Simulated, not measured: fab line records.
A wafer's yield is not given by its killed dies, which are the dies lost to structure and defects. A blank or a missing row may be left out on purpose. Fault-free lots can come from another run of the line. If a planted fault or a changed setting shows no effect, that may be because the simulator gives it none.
Comparing a struck lot with a sound one / flow n5-finfet / 15 out of 1938 route steps
Sound: the wafers L721.3, L721.4, L721.5. Struck: wafer L714.1 (left out: L714.3, a lot-mate that was not struck); the cause follows at the end.
Order at every step that has rows: each side's tool, ch and its chambers, its first start. Under that, the readings that differ: sound wafers / struck wafers / difference of the means / sigmas: that difference in standard deviations of wafers without a fault.
alike: a reading whose means differ by less than 2 such deviations, as well as words and numbers matching on both sides. not compared: withheld readings; readings where some wafer has no value; bounds like >300 that might hide an equal value; numbers whose values overlap and for which the record gives no deviation.
Wherever a step has rows on one side only, a row that says differs or no value, or a row with sigmas, the two part there. Numbers that have no deviation but don't overlap get no sigmas and don't part them. A reading missing from all wafers of one side parts the sides only when that side holds two or more wafers.

first, 7 steps without rows for these wafers: N5_MOL_CONTACT_COAG_COAT_77 (time 60 s, resist thk 10 nm); N5_MOL_CONTACT_COAG_COAT_78 (resist thk 40 nm); N5_MOL_CONTACT_COAG_EBR_80; N5_MOL_CONTACT_COAG_SOFTBAKE_79 (time 60 s); N5_MOL_CONTACT_COAG_EXPOSE_81 (exposes mask VG, defocus 0 nm); N5_MOL_CONTACT_COAG_PEB_82 (peb time 60 s); N5_MOL_CONTACT_COAG_DEVELOP_83 (develop time 30 s).
N5_MOL_CONTACT_COAG_CD_MEAS_84 targets a cd of 25.1 nm.
  sound on cd-sem-03 ch 0, day 9 17:17; struck on cd-sem-02 ch 0, day 8 00:09
  alike: cd-nm
N5_MOL_CONTACT_COAG_OVL_MEAS_85:
  sound on overlay-02 ch 0, day 9 17:20; struck on overlay-01 ch 0, day 8 00:11
  alike: VG_OVL
N5_MOL_CONTACT_COAG_INSPECT_57: inspects for defects (brightfield).
  sound: defect-inspect-01 at day 9 17:23; struck: defect-inspect-02 at day 8 00:14
  alike: raw-defect-count
N5_MOL_CONTACT_COAG_DESCUM_88: chemistry O2, time 7 s.
  sound on rie-diel-05 ch 1,3, day 9 17:29; struck on rie-diel-01 ch 3, day 8 00:16
reading=oes-product-au (a.u.); sound=0.70 0.72 0.71; struck=0.87; difference=+0.16; sigmas=+2
  alike: drypump-motor-current-A, rf-vpp-V, showerhead-plenum-p-Torr, throttle-valve-pct
  not compared: rf-hours-counter-h
N5_MOL_CONTACT_COAG_ETCH_89: etches underlayer in N2/H2, target depth 13 nm, time 10.4 s.
  sound on rie-diel-05 ch 1,3, day 9 17:31; struck on rie-diel-01 ch 3, day 8 00:19
  alike: drypump-motor-current-A, etch-rf-on-time-s, oes-product-au, rf-vpp-V, showerhead-plenum-p-Torr, throttle-valve-pct
  not compared: rf-hours-counter-h
N5_MOL_CONTACT_COAG_ETCH_90: etches SiARC in CF4, target depth 13 nm, time 21.7 s.
  sound on rie-diel-05 ch 1,3, day 9 17:32; struck on rie-diel-01 ch 3, day 8 00:20
reading=etch-rf-on-time-s (s); sound=21.6 21.8 21.7; struck=13.9; difference=-7.8; sigmas=-14
reading=oes-product-au (a.u.); sound=0.62 0.62 0.62; struck=0.95; difference=+0.33; sigmas=+5
  alike: drypump-motor-current-A, rf-vpp-V, showerhead-plenum-p-Torr, throttle-valve-pct
  not compared: rf-hours-counter-h
N5_MOL_CONTACT_COAG_ALD_131: deposits SiO2, target thk 5 nm, pulse time 1 s, co reactant pulse time 1 s.
  sound on ald-sin-04 ch 0,1,3, day 9 17:37; struck on ald-sin-04 ch 1, day 8 00:25
  alike: heater-power-w, precursor-pulse-height-rel
-- a jump in the record: the struck wafers' starts before and after are 7 days apart (it breaks off in module MOL_CONTACT_COAG and resumes in module PASSIVATION, where the first step shown is number 1936 of the route) --
N5_PASSIVATION_PROBE_49:
  sound: prober-01 at day 16 22:29; struck: prober-01 at day 15 05:31
  alike: killed_at_M0_to_M3, killed_at_M4_up, killed-at-contacts, killed-at-front-end, killed-at-other, killed-dies, killed-open, killed-short

## WHERE THEY PART
At N5_MOL_CONTACT_COAG_DESCUM_88 first; at N5_MOL_CONTACT_COAG_ETCH_90 last (within this record only). Later steps at which nothing parts them and some readings are alike: N5_MOL_CONTACT_COAG_ALD_131, N5_PASSIVATION_PROBE_49.

WHY: what the simulator had put in
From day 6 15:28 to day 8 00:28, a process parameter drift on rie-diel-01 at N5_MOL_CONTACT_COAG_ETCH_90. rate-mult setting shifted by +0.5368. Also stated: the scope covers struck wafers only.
